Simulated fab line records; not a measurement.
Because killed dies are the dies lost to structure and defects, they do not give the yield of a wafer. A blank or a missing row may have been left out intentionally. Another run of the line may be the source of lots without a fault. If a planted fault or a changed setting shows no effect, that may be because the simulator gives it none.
The tool behind it: which one? + flow n5_finfet + 24 lots, 72 wafers sampled, at 5 steps of a route of 1938

## WHAT EACH GAUGE READ, for each wafer
N5_SDB_OVL_MEAS_12. Usual: SDB_OVL -0.1 nm, standard deviation 0.69.
| lot  | measured     | on         | SDB_OVL (nm)   | flag |
|------|--------------|------------|----------------|------|
| L074 | day 3 18:13  | overlay-02 | -0.4 0.1 -0.4  |      |
| L075 | day 4 00:19  | overlay-02 | -0.6 2.0 0.8   |      |
| L076 | day 4 08:48  | overlay-01 | 0.1 -0.5 -0.1  |      |
| L077 | day 4 13:37  | overlay-02 | 0.4 -0.4 1.0   |      |
| L078 | day 4 16:15  | overlay-02 | -0.8 1.0 0.8   |      |
| L079 | day 5 01:43  | overlay-02 | 0.7 -0.6 0.9   |      |
| L080 | day 5 10:27  | overlay-01 | 0.1 -1.0 -0.7  |      |
| L081 | day 5 11:08  | overlay-01 | 0.8 -0.6 -0.7  |      |
| L082 | day 5 18:58  | overlay-01 | -0.6 -1.1 -1.0 |      |
| L083 | day 6 01:23  | overlay-01 | 0.4 0.3 0.8    |      |
| L084 | day 6 07:01  | overlay-01 | 0.8 0.1 0.9    |      |
| L086 | day 6 19:25  | overlay-02 | 1.1 0.0 1.1    |      |
| L085 | day 6 21:32  | overlay-02 | 0.1 -1.6 -0.7  |      |
| L087 | day 7 04:04  | overlay-01 | -0.8 -0.3 0.0  |      |
| L088 | day 7 14:41  | overlay-02 | -0.8 0.0 -0.7  |      |
| L089 | day 7 14:23  | overlay-01 | -1.5 0.3 0.2   |      |
| L090 | day 7 19:23  | overlay-01 | 0.6 0.3 0.9    |      |
| L091 | day 8 02:17  | overlay-02 | 0.7 -0.9 0.8   |      |
| L092 | day 8 05:42  | overlay-02 | 0.5 -0.2 -0.9  |      |
| L093 | day 8 14:43  | overlay-02 | -0.9 0.4 0.7   |      |
| L094 | day 8 18:08  | overlay-01 | -0.5 0.1 0.2   |      |
| L095 | day 9 01:49  | overlay-02 | 0.1 -0.5 -0.2  |      |
| L096 | day 9 07:38  | overlay-01 | 0.3 0.2 -0.7   |      |
| L097 | day 10 07:08 | overlay-02 | 0.4 0.2 -0.4   |      |

N5_HKMG_FIN_CD_MEAS_49 targets a cd of 202 nm. Usual: cd_nm 202.2 nm, standard deviation 0.57.
| lot  | measured     | on        | cd_nm (nm)        | flag |
|------|--------------|-----------|-------------------|------|
| L074 | day 3 23:43  | cd_sem-01 | 201.9 202.1 201.6 |      |
| L075 | day 4 06:30  | cd_sem-02 | 202.0 201.5 201.7 |      |
| L076 | day 4 14:46  | cd_sem-01 | 200.7 201.4 201.8 |      |
| L077 | day 4 19:13  | cd_sem-03 | 202.7 201.5 202.6 |      |
| L078 | day 4 22:04  | cd_sem-01 | 201.9 201.8 201.9 |      |
| L079 | day 5 07:22  | cd_sem-02 | 201.7 202.3 202.2 |      |
| L080 | day 5 16:21  | cd_sem-02 | 201.8 202.4 202.7 |      |
| L081 | day 5 17:07  | cd_sem-01 | 201.8 201.0 201.2 |      |
| L082 | day 6 00:24  | cd_sem-01 | 202.5 201.9 201.7 |      |
| L083 | day 6 07:13  | cd_sem-03 | 203.0 203.1 203.0 |      |
| L084 | day 6 12:30  | cd_sem-03 | 202.1 202.3 201.8 |      |
| L086 | day 7 01:00  | cd_sem-02 | 202.5 202.8 203.0 |      |
| L085 | day 7 02:52  | cd_sem-02 | 200.9 201.3 201.8 |      |
| L087 | day 7 09:23  | cd_sem-02 | 202.9 202.4 201.9 |      |
| L088 | day 7 20:34  | cd_sem-01 | 202.3 202.8 202.6 |      |
| L089 | day 7 19:53  | cd_sem-01 | 202.3 203.2 202.0 |      |
| L090 | day 8 00:55  | cd_sem-01 | 202.3 202.0 201.8 |      |
| L091 | day 8 07:44  | cd_sem-03 | 202.0 201.9 202.5 |      |
| L092 | day 8 11:17  | cd_sem-01 | 202.1 202.4 202.4 |      |
| L093 | day 8 20:43  | cd_sem-03 | 202.3 202.3 202.7 |      |
| L094 | day 8 23:56  | cd_sem-01 | 202.5 202.1 202.4 |      |
| L095 | day 9 07:53  | cd_sem-03 | 203.6 202.7 203.0 |      |
| L096 | day 9 13:39  | cd_sem-01 | 203.3 202.4 202.5 |      |
| L097 | day 10 12:43 | cd_sem-02 | 203.3 203.3 202.2 |      |

## WHAT TOOL EACH LOT RAN ON (gives the tool, then ch and the chambers of the sampled wafers, and finally the start)
| lot  | N5_SD_EPI_N_ETCH_45               | N5_ILD0_ALD_15                   | N5_SDB_CUT_ETCH_26              |
|------|-----------------------------------|----------------------------------|---------------------------------|
| L074 | rie_diel-03 ch 0,2,3, day 3 02:55 | ald_sin-03 ch 2,3, day 3 15:11   | rie_si-03 ch 0,1, day 3 18:53   |
| L075 | rie_diel-04 ch 2,3, day 3 07:05   | ald_sin-01 ch 1,3, day 3 21:25   | rie_si-05 ch 1,3, day 4 01:42   |
| L076 | rie_diel-03 ch 1,2,3, day 3 15:01 | ald_sin-01 ch 2,3, day 4 05:46   | rie_si-03 ch 0,1, day 4 09:59   |
| L077 | rie_diel-04 ch 2,3, day 3 19:40   | ald_sin-01 ch 0,2,3, day 4 10:34 | rie_si-03 ch 1,2,3, day 4 14:26 |
| L078 | rie_diel-04 ch 0,1,2, day 4 00:13 | ald_sin-04 ch 1,2,3, day 4 13:20 | rie_si-05 ch 2,3, day 4 16:55   |
| L079 | rie_diel-01 ch 0,1,2, day 4 09:49 | ald_sin-01 ch 0,1,3, day 4 23:46 | rie_si-03 ch 1,2,3, day 5 02:23 |
| L080 | rie_diel-03 ch 0,3, day 4 18:56   | ald_sin-04 ch 2,3, day 5 07:32   | rie_si-03 ch 0,2,3, day 5 11:24 |
| L081 | rie_diel-01 ch 0,1, day 4 19:28   | ald_sin-01 ch 0,1, day 5 08:13   | rie_si-03 ch 0,1,2, day 5 11:58 |
| L082 | rie_diel-04 ch 0,2,3, day 5 03:20 | ald_sin-04 ch 0,1, day 5 15:55   | rie_si-04 ch 0,2,3, day 5 19:38 |
| L083 | rie_diel-01 ch 0,3, day 5 09:25   | ald_sin-01 ch 1,3, day 5 22:28   | rie_si-03 ch 1,2, day 6 02:16   |
| L084 | rie_diel-04 ch 0,2,3, day 5 15:46 | ald_sin-01 ch 0,1, day 6 03:58   | rie_si-04 ch 1,2,3, day 6 07:44 |
| L086 | rie_diel-03 ch 0,1,3, day 6 02:16 | ald_sin-01 ch 1,3, day 6 16:23   | rie_si-05 ch 0,1, day 6 20:13   |
| L085 | rie_diel-03 ch 1,3, day 6 05:01   | ald_sin-03 ch 2,3, day 6 17:25   | rie_si-03 ch 1,2, day 6 22:12   |
| L087 | rie_diel-03 ch 0,1,3, day 6 12:20 | ald_sin-01 ch 0,1,2, day 7 01:01 | rie_si-05 ch 2,3, day 7 04:44   |
| L088 | rie_diel-04 ch 1,2, day 6 20:26   | ald_sin-04 ch 0,2,3, day 7 11:39 | rie_si-05 ch 0,2, day 7 15:48   |
| L089 | rie_diel-01 ch 2,3, day 6 21:43   | ald_sin-01 ch 1,2,3, day 7 11:19 | rie_si-03 ch 2,3, day 7 15:07   |
| L090 | rie_diel-04 ch 0,1,2, day 7 02:23 | ald_sin-01 ch 0,2,3, day 7 16:21 | rie_si-05 ch 2,3, day 7 20:04   |
| L091 | rie_diel-03 ch 0,1,3, day 7 10:46 | ald_sin-01 ch 0,1,2, day 7 23:22 | rie_si-05 ch 0,2,3, day 8 02:57 |
| L092 | rie_diel-01 ch 1,2,3, day 7 12:29 | ald_sin-03 ch 0,1,3, day 8 02:40 | rie_si-03 ch 0,2,3, day 8 06:28 |
| L093 | rie_diel-03 ch 2,3, day 7 23:20   | ald_sin-03 ch 0,2,3, day 8 11:40 | rie_si-04 ch 0,1,2, day 8 15:43 |
| L094 | rie_diel-03 ch 1,3, day 8 01:05   | ald_sin-01 ch 0,2,3, day 8 15:06 | rie_si-05 ch 0,1, day 8 18:58   |
| L095 | rie_diel-03 ch 1,2, day 8 08:07   | ald_sin-01 ch 0,1,2, day 8 22:54 | rie_si-04 ch 1,2, day 9 02:59   |
| L096 | rie_diel-04 ch 0,1,2, day 8 16:32 | ald_sin-03 ch 0,1,2, day 9 04:43 | rie_si-03 ch 1,3, day 9 08:38   |
| L097 | rie_diel-03 ch 0,1,2, day 8 23:02 | ald_sin-03 ch 0,1, day 10 04:10  | rie_si-04 ch 2,3, day 10 07:49  |
- N5_SD_EPI_N_ETCH_45: etches SiOCN in CH3F/O2, target depth 6 nm.
- N5_ILD0_ALD_15: deposits SiNx, target thk 24 nm, pulse time 1 s, ald cycles 480.
- N5_SDB_CUT_ETCH_26: etches Si in HBr/Cl2/O2, target depth 129.6 nm, bt time 20 s, time 51.8 s.

## WHAT THE TOOLS THEMSELVES READ (means of the sampled wafers that have a number; where no wafer has one, the mark that the record gives instead)
N5_SD_EPI_N_ETCH_45. Usual: chamber_pressure_mTorr 15.000 mTorr, standard deviation 0.014; drypump_motor_current_A 5.6 A, standard deviation 0.55; oes_product_au 0.82 a.u., standard deviation 0.099; rf_vpp_V 127.5 V, standard deviation 1.2; showerhead_plenum_p_Torr 2.01 Torr, standard deviation 0.084; throttle_valve_pct 23.30 %, standard deviation 0.19.
| lot  | tool        | chamber_pressure_mTorr (mTorr) | drypump_motor_current_A (A) | oes_product_au (a.u.) | rf_vpp_V (V) | showerhead_plenum_p_Torr (Torr) | throttle_valve_pct (%) | flag |
|------|-------------|--------------------------------|-----------------------------|-----------------------|--------------|---------------------------------|------------------------|------|
| L074 | rie_diel-03 | 15.004                         | 5.2                         | 0.74                  | 127.7        | 1.98                            | 23.38                  |      |
| L075 | rie_diel-04 | 15.002                         | 6.1                         | 0.80                  | 127.1        | 1.98                            | 23.20                  |      |
| L076 | rie_diel-03 | 15.009                         | 5.6                         | 0.81                  | 127.7        | 2.04                            | 23.41                  |      |
| L077 | rie_diel-04 | 14.999                         | 6.1                         | 0.80                  | 127.0        | 1.98                            | 23.20                  |      |
| L078 | rie_diel-04 | 14.989                         | 5.5                         | 0.84                  | 127.3        | 1.95                            | 23.16                  |      |
| L079 | rie_diel-01 | 15.002                         | 5.4                         | 0.84                  | 127.0        | 2.01                            | 23.29                  |      |
| L080 | rie_diel-03 | 15.003                         | 5.0                         | 0.73                  | 127.4        | 2.03                            | 23.47                  |      |
| L081 | rie_diel-01 | 15.001                         | 5.3                         | 0.91                  | 128.1        | 2.09                            | 23.23                  |      |
| L082 | rie_diel-04 | 14.982                         | 5.8                         | 0.82                  | 127.4        | 1.96                            | 23.28                  |      |
| L083 | rie_diel-01 | 14.992                         | 6.0                         | 0.93                  | 128.4        | 1.98                            | 23.30                  |      |
| L084 | rie_diel-04 | 15.006                         | 5.8                         | 0.81                  | 126.8        | 1.96                            | 23.29                  |      |
| L086 | rie_diel-03 | 14.998                         | 5.6                         | 0.78                  | 127.8        | 2.05                            | 23.35                  |      |
| L085 | rie_diel-03 | 15.001                         | 5.4                         | 0.79                  | 128.5        | 2.09                            | 23.50                  |      |
| L087 | rie_diel-03 | 15.014                         | 5.6                         | 0.77                  | 129.0        | 2.05                            | 23.37                  |      |
| L088 | rie_diel-04 | 14.998                         | 5.4                         | 0.89                  | 128.4        | 2.09                            | 22.98                  |      |
| L089 | rie_diel-01 | 14.998                         | 5.6                         | 0.94                  | 127.4        | 2.07                            | 23.26                  |      |
| L090 | rie_diel-04 | 15.008                         | 5.5                         | 0.88                  | 128.3        | 2.03                            | 23.09                  |      |
| L091 | rie_diel-03 | 14.996                         | 5.6                         | 0.76                  | 127.8        | 2.04                            | 23.37                  |      |
| L092 | rie_diel-01 | 14.997                         | 5.6                         | 0.92                  | 128.7        | 2.07                            | 23.29                  |      |
| L093 | rie_diel-03 | 15.006                         | 5.0                         | 0.72                  | 127.3        | 2.01                            | 23.58                  |      |
| L094 | rie_diel-03 | 14.997                         | 5.4                         | 0.77                  | 128.5        | 2.08                            | 23.52                  |      |
| L095 | rie_diel-03 | 15.000                         | 6.1                         | 0.82                  | 127.7        | 2.04                            | 23.33                  |      |
| L096 | rie_diel-04 | 15.002                         | 5.5                         | 0.86                  | 127.1        | 2.02                            | 23.10                  |      |
| L097 | rie_diel-03 | 14.990                         | 5.8                         | 0.85                  | 126.9        | 1.99                            | 23.24                  |      |

N5_ILD0_ALD_15. Usual: heater_power_w 863 W, standard deviation 100; precursor_pulse_height_rel 1.002, standard deviation 0.018.
| lot  | tool       | heater_power_w (W) | precursor_pulse_height_rel | flag |
|------|------------|--------------------|----------------------------|------|
| L074 | ald_sin-03 | 903                | 1.025                      |      |
| L075 | ald_sin-01 | 821                | 0.985                      |      |
| L076 | ald_sin-01 | 971                | 0.988                      |      |
| L077 | ald_sin-01 | 922                | 1.006                      |      |
| L078 | ald_sin-04 | 881                | 1.013                      |      |
| L079 | ald_sin-01 | 837                | 0.998                      |      |
| L080 | ald_sin-04 | 897                | 1.006                      |      |
| L081 | ald_sin-01 | 768                | 1.021                      |      |
| L082 | ald_sin-04 | 837                | 1.001                      |      |
| L083 | ald_sin-01 | 870                | 0.999                      |      |
| L084 | ald_sin-01 | 767                | 0.979                      |      |
| L086 | ald_sin-01 | 800                | 0.988                      |      |
| L085 | ald_sin-03 | 897                | 1.006                      |      |
| L087 | ald_sin-01 | 886                | 1.019                      |      |
| L088 | ald_sin-04 | 835                | 1.002                      |      |
| L089 | ald_sin-01 | 929                | 1.001                      |      |
| L090 | ald_sin-01 | 943                | 1.023                      |      |
| L091 | ald_sin-01 | 868                | 0.997                      |      |
| L092 | ald_sin-03 | 797                | 1.007                      |      |
| L093 | ald_sin-03 | 843                | 1.012                      |      |
| L094 | ald_sin-01 | 950                | 0.990                      |      |
| L095 | ald_sin-01 | 893                | 1.021                      |      |
| L096 | ald_sin-03 | 862                | 1.001                      |      |
| L097 | ald_sin-03 | 794                | 0.988                      |      |

N5_SDB_CUT_ETCH_26. Usual: chamber_pressure_mTorr 9.999 mTorr, standard deviation 0.0092; drypump_motor_current_A 5.5 A, standard deviation 0.38; mfc_cl2_sccm 80.03 sccm, standard deviation 0.23; oes_product_au 1.001 a.u., standard deviation 0.014; throttle_valve_pct 37.16 %, standard deviation 0.25.
| lot  | tool      | chamber_pressure_mTorr (mTorr) | drypump_motor_current_A (A) | mfc_cl2_sccm (sccm) | oes_product_au (a.u.) | throttle_valve_pct (%) | flag |
|------|-----------|--------------------------------|-----------------------------|---------------------|-----------------------|------------------------|------|
| L074 | rie_si-03 | 10.000                         | 5.5                         | 80.26               | 0.991                 | 37.24                  |      |
| L075 | rie_si-05 | 9.995                          | 5.3                         | 80.26               | 1.005                 | 37.45                  |      |
| L076 | rie_si-03 | 10.002                         | 5.3                         | 80.01               | 0.995                 | 37.14                  |      |
| L077 | rie_si-03 | 9.995                          | 5.5                         | 80.04               | 0.990                 | 36.96                  |      |
| L078 | rie_si-05 | 9.995                          | 5.4                         | 79.98               | 1.002                 | 37.43                  |      |
| L079 | rie_si-03 | 9.993                          | 5.5                         | 79.89               | 0.994                 | 36.95                  |      |
| L080 | rie_si-03 | 10.006                         | 5.3                         | 80.30               | 0.994                 | 36.88                  |      |
| L081 | rie_si-03 | 10.002                         | 5.6                         | 79.87               | 0.999                 | 37.10                  |      |
| L082 | rie_si-04 | 9.991                          | 5.6                         | 80.05               | 0.996                 | 37.13                  |      |
| L083 | rie_si-03 | 9.997                          | 6.0                         | 79.94               | 1.007                 | 37.06                  |      |
| L084 | rie_si-04 | 9.988                          | 5.6                         | 80.20               | 1.001                 | 37.07                  |      |
| L086 | rie_si-05 | 10.004                         | 5.4                         | 80.10               | 1.013                 | 37.42                  |      |
| L085 | rie_si-03 | 10.011                         | 5.9                         | 80.18               | 1.006                 | 37.05                  |      |
| L087 | rie_si-05 | 9.998                          | 5.4                         | 79.92               | 1.001                 | 37.44                  |      |
| L088 | rie_si-05 | 10.006                         | 5.5                         | 79.97               | 1.010                 | 37.36                  |      |
| L089 | rie_si-03 | 9.999                          | 5.2                         | 80.05               | 0.994                 | 36.74                  |      |
| L090 | rie_si-05 | 10.000                         | 5.4                         | 79.77               | 1.002                 | 37.43                  |      |
| L091 | rie_si-05 | 10.003                         | 5.4                         | 80.20               | 1.003                 | 37.42                  |      |
| L092 | rie_si-03 | 10.004                         | 5.3                         | 80.03               | 0.999                 | 36.88                  |      |
| L093 | rie_si-04 | 9.996                          | 5.7                         | 80.09               | 1.013                 | 37.08                  |      |
| L094 | rie_si-05 | 9.991                          | 5.4                         | 80.05               | 1.016                 | 37.42                  |      |
| L095 | rie_si-04 | 9.989                          | 5.7                         | 79.85               | 1.021                 | 37.02                  |      |
| L096 | rie_si-03 | 10.003                         | 5.3                         | 79.98               | 0.991                 | 37.09                  |      |
| L097 | rie_si-04 | 9.997                          | 5.6                         | 79.95               | 0.988                 | 37.13                  |      |

## THE ANSWER, worked out from the rows above alone
Rule: take the mean of a lot's wafers that have a number; if it is more than 3 standard deviations from the usual mean, the lot is off. A lot without any number at a reading at which 4 lots or more have one is off too. Where the step has rows for the other lots, those lots are counted as sound. First the gauges in route order, then the tools' own readings, where a lot's mean is used as printed above. At the first step where some lot is off, the reading lying furthest off is the one used; lots without a number count as furthest.
Across all readings shown, no lot is off: no conclusion can be drawn from this.

## WHAT HAD BEEN PUT IN BY THE SIMULATOR
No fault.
